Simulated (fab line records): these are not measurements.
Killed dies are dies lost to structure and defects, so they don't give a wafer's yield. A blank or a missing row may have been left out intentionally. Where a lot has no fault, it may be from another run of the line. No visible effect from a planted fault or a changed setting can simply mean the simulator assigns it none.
Matching of chambers -- flow n5_finfet -- 3 sister chambers for N5_BEOL_M5_CO_CAP_78 on cvd_co-01
The step material Co, precursor CCTBA/H2, target thk 2 nm, time 102.1 s. 3 wafers are shown with their chamber, then 7 later ones without.

## WAFERS, EACH WITH ITS CHAMBER
wafer,chamber,heater_power_w (W)
L616.6,2,229
L615.1,1,303
L615.2,0,217

## WAFERS WITHOUT THEIR CHAMBER
wafer,heater_power_w (W)
L615.5,320
L617.1,305
L617.3,214
L617.4,315
L618.1,319
L618.3,222
L618.6,307

## WHICH CHAMBER EACH ONE RAN IN
wafer,from the rows above,in truth
L615.5,1,1
L617.1,1,1
L617.3,can't be placed: 0 or 2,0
L617.4,1,1
L618.1,1,1
L618.3,can't be placed: 0 or 2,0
L618.6,1,1
Placed correctly: 5 of 7. Unplaceable from these rows: 2, with the true chamber sitting among the candidates in 2. Wrongly placed: 0.
How it was worked out, from the rows above alone: a wafer's distance from a chamber is the root of the sum, over the readings, of the square of ((its reading less the chamber's mean) divided by the reading's scatter). The wafer belongs to the nearest chamber; if the next one is less than 2 further off, it can't be placed. A chamber's mean is the mean of its shown wafers. The scatter: with one shown wafer a chamber, the root of the mean of the squares of how far each hidden wafer lies from its nearest shown one.
